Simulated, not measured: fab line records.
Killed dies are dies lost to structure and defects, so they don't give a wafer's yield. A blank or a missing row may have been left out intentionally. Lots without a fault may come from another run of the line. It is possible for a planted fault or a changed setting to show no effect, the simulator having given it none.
Comparing a struck lot with a sound one -- flow n5Finfet -- 16 out of 1938 route steps
Sound: wafers L727.2, L727.4, L727.5. Struck: wafers L733.3, L733.4 (left out: L733.2, a lot-mate that was not struck); the cause follows at the end.
Order at every step that has rows: each side's tool, ch and its chambers, its first start. Under that, the readings that differ: sound wafers -- struck wafers -- difference of the means -- sigmas: that difference in standard deviations of wafers without a fault.
alike: same words and numbers on both sides, and readings whose means sit less than 2 such deviations apart. not compared: any withheld reading, any reading some wafer has no value for, any bound like >300 that may hide the same value, and any number with overlapping values for which the record gives no deviation.
A row with sigmas, a row that says differs or no value, or rows on one side alone: a step with any of these is where the two part. When numbers do not overlap yet have no deviation, they are printed without sigmas and do not part them. A reading missing from all wafers of one side parts the sides only when that side holds two or more wafers.

N5_FIN_SAQP_HM_OPEN_73: chemistry CHF3/O2, target SiO2, stops on a-Si, target depth 12 nm, time 16.8 s.
  sound on rieDiel-04 ch 0,1,2, day 3 16:16; struck on rieDiel-04 ch 1,3, day 5 06:10
  alike: CHF3_flow_sccm, drypumpMotorCurrentA, oesProductAu, rfVppV, showerheadPlenumPTorr, throttleValvePct
  not compared: rfHoursCounterH
then, 2 steps without rows for these wafers: N5_FIN_SAQP_STRIP_74 (strips in CHF3/O2); N5_FIN_SAQP_MANDREL_ETCH_22 (etches a-Si in HBr/Cl2, stops on SiNx, target depth 60 nm, bt time 10 s, time 30 s).
N5_FIN_SAQP_STRIP_55: strips in N2/H2.
  sound on rieDiel-04 ch 0,3, day 3 16:28; struck on rieDiel-05 ch 1,2, day 5 06:21
reading,sound,struck,difference,sigmas
oesProductAu (a.u.),0.77 0.99 0.99,0.67 0.78,-0.19,-2
showerheadPlenumPTorr (Torr),3.35 3.57 3.57,3.18 3.12,-0.35,-2
  alike: drypumpMotorCurrentA, h2FlowSccm, rfVppV, throttleValvePct
  not compared: rfHoursCounterH
then, 2 steps without rows for these wafers: N5_FIN_SAQP_STRIP_23 (strips in SPM, time 750 s); N5_FIN_SAQP_SRD_66 (time 30 s).
N5_FIN_SAQP_RECESS_75: chemistry HF/NH3, target SiO2, target depth 14.4 nm, afs cycles 3, sublimation time 60 s.
  sound on vaporEtch-02 ch 0,1, day 3 16:49; struck on vaporEtch-01 ch 0,1, day 5 06:42
  alike: drypumpMotorCurrentA, forelinePTorr
then, 2 steps without rows for these wafers: N5_FIN_SAQP_SPACER1_ALD_24 (deposits SiO2, target thk 20.3 nm, pulse time 1 s, purge time 2 s); N5_FIN_SAQP_SPACER1_ETCHBACK_25 (etches SiO2 in CHF3/O2, target depth 24.4 nm, time 12.2 s).
N5_FIN_SAQP_MANDREL1_REMOVE_56: chemistry HBr/Cl2/O2, target a-Si, stops on SiNx, bt time 10 s.
  sound on rieSi-06 ch 1,2, day 3 18:00; struck on rieSi-06 ch 0, day 5 08:29
  alike: drypumpMotorCurrentA, oesProductAu, throttleValvePct
  not compared: rfHoursCounterH
N5_FIN_SAQP_CD_MEAS_27: the cd target is 20 nm.
  sound on cdSem-02 ch 0, day 3 18:07; struck on cdSem-03 ch 0, day 5 08:37
reading,sound,struck,difference,sigmas
cdNm (nm),20.70 20.49 20.75,19.91 19.90,-0.74,-4
N5_FIN_SAQP_ETCH_57: etches SiNx in CH3F/O2, target depth 32.5 nm, time 46.4 s.
  sound on rieDiel-05 ch 0,1,3, day 3 18:10; struck on rieDiel-04 ch 0,1, day 5 08:43
  alike: drypumpMotorCurrentA, etchRfOnTimeS, oesProductAu, rfVppV, showerheadPlenumPTorr, throttleValvePct
  not compared: rfHoursCounterH
N5_FIN_SAQP_ETCH_65: etches SiO2 in CF4, target depth 4 nm, time 4.4 s.
  sound on rieSi-02 ch 1,2,3, day 3 18:16; struck on rieSi-02 ch 1,3, day 5 08:49
reading,sound,struck,difference,sigmas
oesProductAu (a.u.),0.970 1.022 1.005,1.364 1.356,+0.361,+20
model.etch.depthNm (nm),3.921 4.067 3.976,6.248 6.185,+2.228,
  alike: drypumpMotorCurrentA, throttleValvePct
  not compared: rfHoursCounterH
then, 1 step without rows for these wafers: N5_FIN_SAQP_MANDREL_ETCH_58 (etches a-Si in HBr/Cl2, stops on SiNx, target depth 45 nm, bt time 10 s, time 27 s).
-- record jumps: 7 days separate the struck wafers' starts on either side; left off in module FIN_SAQP, taken up again in module BEOL_M4, whose first shown step is the route's number 1111 --
N5_BEOL_M4_RC_MEAS_101:
  sound on prober-02 ch 0, day 11 00:14; struck on prober-02 ch 0, day 12 11:02
reading,sound,struck,difference,sigmas
DIBL_P (mV/V),36.1 37.5 36.2,33.3 33.2,-3.4,-2
  alike: DIBL_N, IOFF_N, IOFF_P, ION_N, ION_P, SS_N, SS_P, VT_N, VT_P
-- a jump in the record: the struck wafers' starts before and after are 5 days apart (it breaks off in module BEOL_M4 and resumes in module PASSIVATION, where the first step shown is number 1936 of the route) --
N5_PASSIVATION_PROBE_49:
  record: rows for the struck wafers here (prober-02, day 17 06:52), none for the sound ones

WHERE THEY PART
At N5_FIN_SAQP_STRIP_55 first; at N5_PASSIVATION_PROBE_49 last (within this record only).

WHY: what the simulator had put in
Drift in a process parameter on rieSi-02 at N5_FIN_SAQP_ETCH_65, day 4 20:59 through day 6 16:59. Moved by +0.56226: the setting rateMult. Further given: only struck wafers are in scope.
